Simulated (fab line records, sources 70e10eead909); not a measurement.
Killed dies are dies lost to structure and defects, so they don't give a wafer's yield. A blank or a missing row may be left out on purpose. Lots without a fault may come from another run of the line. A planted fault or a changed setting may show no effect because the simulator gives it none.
fab line records | flow nand_harc | part 2 of 2: steps 21 to 28 of 28
record lots=5 wafers=15 last_day=33
route steps=1302 shown A_WL_FILL@982 A_CONTACT@983
lots that met no fault: from a run of the same line without faults
start_h: hours from the record's first day to the start of the lot's first wafer shown | wait_h: hours since the lot's step before | " the same as in the row above | L1.1+2: a row that stands for several wafers | - no value, or no start given | * or withheld: withheld | < > ~ a bound
route shown NAME@n: a module of which the file shows steps, and the number in the route of the first | usual: mean/standard deviation of fault-free wafers | same: alike in all rows | chamber/n: place in a boat | sites: the reading at each site | _std_site: their standard deviation | _edge_site: outer sites' mean less inner sites' | radius_mm: how far each site lies from the wafer's centre | mask NAME#n: copy n | behind: the tool/chamber that last shaped the wafer | hold: why the lot was held/for how many hours/how that ended | device: the transistor (n, p or np) that didn't switch | end of line: the same wafers' tests at the end of the route | a step without rows: its recipe alone | killed: dies lost to structure and defects at the first sort, not the wafer's yield | map: a wafer's dies, x killed, . not, _ none there
set.NAME: the setting as run; set.NAME@STEP: as run at that earlier step | model.NAME: the simulator's own value behind a step, which no gauge read
lots at some steps of the route; a table a step, a row a wafer
services: from which hour (start_h, from the record's first day; less than 0 if before it) a tool's chamber was out of use, for how many hours, and why
## steps
# step NHARC_A_CONTACT_ETCH_50
# recipe target_depth_a=1210 time_s=60.5 cf4_flow_sccm=100 chf3_flow_sccm=30 ar_flow_sccm=0 rf_w=500 bias_w=200 chemistry=CF4/CHF3
# usual cf4_flow_sccm=100.0/0.32 drypump_motor_current_A=5.6/0.43 oes_product_au=0.955/0.026 rf_fwd_power_W=495.2/1.9 rf_vpp_V=369.9/2.7 showerhead_plenum_p_Torr=1.55/0.074 throttle_valve_pct=16.802/0.0092
# columns lot.wafer tool chamber start_h wait_h cf4_flow_sccm drypump_motor_current_A oes_product_au rf_fwd_power_W rf_hours_counter_h rf_vpp_V showerhead_plenum_p_Torr throttle_valve_pct
L079.2 rie_diel-11 3 - - 99.7 6.1 0.919 494.7 36 366.3 1.47 16.806
L079.3 " 2 " " 100.6 5.6 0.912 496.9 39 371.4 1.59 16.800
L079.5 " 0 " " 100.1 6.5 0.908 491.5 - 370.3 1.51 16.788
L087.4 rie_diel-09 2 - - 100.2 5.1 0.953 495.5 14 367.8 1.46 16.806
L087.1 " 1 " " 100.1 5.4 0.981 496.9 20 372.4 1.59 16.805
L087.6 " 3 " " 99.6 6.0 0.969 497.3 - 373.1 1.66 16.803
L094.1 rie_diel-09 1 - - 100.0 5.4 0.982 495.2 2 371.3 1.59 16.804
L094.2 " 3 " " 100.1 6.0 0.978 497.5 2 373.4 1.66 16.798
L094.6 " 1 " " 100.1 5.4 0.984 495.8 - 371.5 1.59 16.792
L096.4 rie_diel-09 2 - - 99.7 5.1 0.982 492.5 8 366.3 1.46 16.786
L096.2 " 0 " " 100.3 5.3 0.951 496.4 8 365.1 1.46 16.805
L096.5 " 2 " " 99.6 5.1 0.981 494.8 - 365.3 1.46 16.795
L097.3 rie_diel-11 3 - - 99.6 6.1 0.955 495.6 32 374.6 1.69 16.807
L097.2 " 0 " " 99.7 6.5 0.922 489.7 44 368.0 1.49 16.806
L097.6 " 3 " " 100.4 6.1 0.978 493.5 - 375.2 1.69 16.818
# step NHARC_A_CONTACT_ETCH_51
# recipe target_depth_a=70000 over_etch_frac=0.3 time_s=1820 ion_energy_ev=150 o2_flow_sccm=400 cos_flow_sccm=20 ar_flow_sccm=0 rf_w=500 bias_w=300 chemistry=O2/COS
# usual drypump_motor_current_A=5.7/0.44 oes_product_au=1.000/0.012 rf_fwd_power_W=499.9/1.5 rf_vpp_V=313.4/2.2 showerhead_plenum_p_Torr=3.07/0.14 throttle_valve_pct=28.330/0.0092
# columns lot.wafer tool chamber start_h wait_h drypump_motor_current_A oes_product_au rf_fwd_power_W rf_hours_counter_h rf_vpp_V showerhead_plenum_p_Torr throttle_valve_pct
L079.2 rie_diel-11 3 - - 6.1 1.003 500.9 36 310.9 2.91 28.340
L079.3 " 1 " " 5.7 1.006 499.8 40 315.4 3.12 28.322
L079.5 " 0 " " 6.5 0.979 498.1 - 312.7 3.00 28.342
L087.1 rie_diel-09 3 - - 6.0 0.984 502.8 20 317.3 3.29 28.334
L087.4 " 1 " " 5.4 1.020 501.1 20 314.1 3.16 28.336
L087.6 " 2 " " 5.1 0.993 498.9 - 309.7 2.90 28.329
L094.1 rie_diel-09 2 - - 5.1 1.012 497.8 2 311.6 2.89 28.330
L094.2 " 3 " " 6.0 1.003 500.6 3 315.8 3.29 28.341
L094.6 " 2 " " 5.2 1.015 498.2 - 310.5 2.89 28.323
L096.4 rie_diel-09 2 - - 5.1 0.995 501.1 8 311.2 2.89 28.336
L096.2 " 0 " " 5.3 0.993 502.0 8 310.4 2.90 28.327
L096.5 " 2 " " 5.1 1.005 499.9 - 310.7 2.89 28.323
L097.2 rie_diel-11 3 - - 6.1 1.017 498.6 32 317.1 3.36 28.340
L097.3 " 0 " " 6.5 1.005 498.5 44 312.5 2.97 28.310
L097.6 " 0 " " 6.5 0.989 499.0 - 310.1 2.97 28.331
# step NHARC_A_CONTACT_ETCH_111
# recipe source_w=withheld pressure_mtorr=20 bias_v=withheld time_s=140 target_depth_a=7000 ar_flow_sccm=withheld c4f8_flow_sccm=withheld o2_flow_sccm=withheld chemistry=C4F8/O2/Ar
# columns lot.wafer tool chamber start_h wait_h rf_hours_counter_h
L079.2 har_cap_etch-01 0 547.80 - 6
L079.3 " 0 " " -
L079.5 " 1 " " -
L087.1 har_cap_etch-01 0 627.06 - 21
L087.4 " 0 " " -
L087.6 " 1 " " -
L094.1 har_cap_etch-01 1 701.42 - 31
L094.2 " 0 " " 31
L094.6 " 1 " " -
L096.2 har_cap_etch-03 0 726.64 - 83
L096.4 " 1 " " -
L096.5 " 1 " " -
L097.2 har_cap_etch-01 1 730.16 - 39
L097.3 " 0 " " -
L097.6 " 0 " " -
# step NHARC_A_CONTACT_ETCH_112
# recipe source_w=withheld pressure_mtorr=20 bias_v=3000 time_s=190 target_depth_a=18500 ar_flow_sccm=withheld c4f8_flow_sccm=withheld o2_flow_sccm=withheld chemistry=C4F8/O2/Ar
# columns lot.wafer tool chamber start_h wait_h rf_hours_counter_h
L079.2 har_cap_etch-01 0 547.99 0.2 6
L079.3 " 0 " " -
L079.5 " 1 " " -
L087.1 har_cap_etch-01 0 627.26 0.2 21
L087.4 " 0 " " -
L087.6 " 1 " " -
L094.1 har_cap_etch-01 1 701.62 0.2 31
L094.2 " 0 " " 31
L094.6 " 1 " " -
L096.2 har_cap_etch-03 0 726.84 0.2 84
L096.4 " 1 " " -
L096.5 " 1 " " -
L097.2 har_cap_etch-01 1 730.43 0.2 39
L097.3 " 0 " " -
L097.6 " 0 " " -
# step NHARC_A_CONTACT_ETCH_113
# recipe source_w=withheld pressure_mtorr=20 bias_v=3000 time_s=190 target_depth_a=18500 ar_flow_sccm=withheld c4f8_flow_sccm=withheld o2_flow_sccm=withheld chemistry=C4F8/O2/Ar
# columns lot.wafer tool chamber start_h wait_h rf_hours_counter_h
L079.2 har_cap_etch-01 0 548.16 0.1 7
L079.3 " 0 " " -
L079.5 " 1 " " -
L087.1 har_cap_etch-01 0 627.43 0.1 22
L087.4 " 0 " " -
L087.6 " 1 " " -
L094.1 har_cap_etch-01 1 701.80 0.1 31
L094.2 " 0 " " 31
L094.6 " 1 " " -
L096.2 har_cap_etch-03 0 727.01 0.1 84
L096.4 " 1 " " -
L096.5 " 1 " " -
L097.2 har_cap_etch-01 1 730.66 0.2 39
L097.3 " 0 " " -
L097.6 " 0 " " -
# step NHARC_A_CONTACT_ETCH_114
# recipe source_w=withheld pressure_mtorr=20 bias_v=3000 time_s=190 target_depth_a=18500 ar_flow_sccm=withheld c4f8_flow_sccm=withheld o2_flow_sccm=withheld chemistry=C4F8/O2/Ar
# columns lot.wafer tool chamber start_h wait_h rf_hours_counter_h
L079.2 har_cap_etch-01 0 548.33 0.1 7
L079.3 " 0 " " -
L079.5 " 1 " " -
L087.1 har_cap_etch-01 0 627.60 0.1 22
L087.4 " 0 " " -
L087.6 " 1 " " -
L094.1 har_cap_etch-01 1 701.97 0.1 32
L094.2 " 0 " " 32
L094.6 " 1 " " -
L096.2 har_cap_etch-03 0 727.18 0.1 84
L096.4 " 1 " " -
L096.5 " 1 " " -
L097.2 har_cap_etch-01 1 730.88 0.2 39
L097.3 " 0 " " -
L097.6 " 0 " " -
# step NHARC_A_CONTACT_ETCH_115
# recipe source_w=withheld pressure_mtorr=20 bias_v=3000 time_s=190 target_depth_a=18500 ar_flow_sccm=withheld c4f8_flow_sccm=withheld o2_flow_sccm=withheld chemistry=C4F8/O2/Ar
# columns lot.wafer tool chamber start_h wait_h rf_hours_counter_h
L079.2 har_cap_etch-01 0 548.51 0.1 7
L079.3 " 0 " " -
L079.5 " 1 " " -
L087.1 har_cap_etch-01 0 627.78 0.1 22
L087.4 " 0 " " -
L087.6 " 1 " " -
L094.1 har_cap_etch-01 1 702.14 0.1 32
L094.2 " 0 " " 32
L094.6 " 1 " " -
L096.2 har_cap_etch-03 0 727.35 0.1 84
L096.4 " 1 " " -
L096.5 " 1 " " -
L097.2 har_cap_etch-01 1 731.11 0.2 39
L097.3 " 0 " " -
L097.6 " 0 " " -
# step NHARC_A_CONTACT_ETCH_116
# recipe source_w=withheld pressure_mtorr=20 bias_v=3000 time_s=190 target_depth_a=18500 ar_flow_sccm=withheld c4f8_flow_sccm=withheld o2_flow_sccm=withheld chemistry=C4F8/O2/Ar
# columns lot.wafer tool chamber start_h wait_h rf_hours_counter_h
L079.2 har_cap_etch-01 0 548.67 0.1 7
L079.3 " 0 " " -
L079.5 " 1 " " -
L087.1 har_cap_etch-01 0 627.95 0.1 22
L087.4 " 0 " " -
L087.6 " 1 " " -
L094.1 har_cap_etch-01 1 702.31 0.1 32
L094.2 " 0 " " 32
L094.6 " 1 " " -
L096.2 har_cap_etch-03 0 727.52 0.1 84
L096.4 " 1 " " -
L096.5 " 1 " " -
L097.2 har_cap_etch-01 1 731.34 0.2 40
L097.3 " 0 " " -
L097.6 " 0 " " -
## services
# columns tool chamber start_h hours kind
pecvd-01 1 518.80 2.4 repair
litho_track-06 - 529.00 7.0 pm
rie_diel-09 0 530.82 5.3 repair
har_cap_etch-01 - 541.29 0.2 repair
pecvd-02 0 546.20 4.9 repair
litho_track-04 - 553.00 7.0 pm
pecvd-02 1 554.32 9.8 repair
rie_diel-09 2 572.13 18.2 repair
arfi_scanner-01 - 584.78 2.2 repair
pecvd-02 - 589.41 13.0 pm
arfi_scanner-01 - 596.00 4.0 pm
pecvd-01 - 601.23 0.5 repair
rie_diel-11 - 609.86 9.0 pm
pecvd-01 - 612.21 1.5 repair
pecvd-04 - 631.09 13.0 pm
arfi_scanner-01 - 657.84 1.0 repair
rie_diel-11 1 658.13 4.1 repair
rie_diel-11 3 658.46 15.1 repair
acl_dep-03 - 663.66 13.0 pm
pecvd-01 - 673.42 13.0 pm
rie_diel-09 - 674.26 9.0 pm
pecvd-02 - 698.80 0.7 repair
litho_track-06 - 704.00 7.0 pm
litho_track-04 - 728.00 7.0 pm
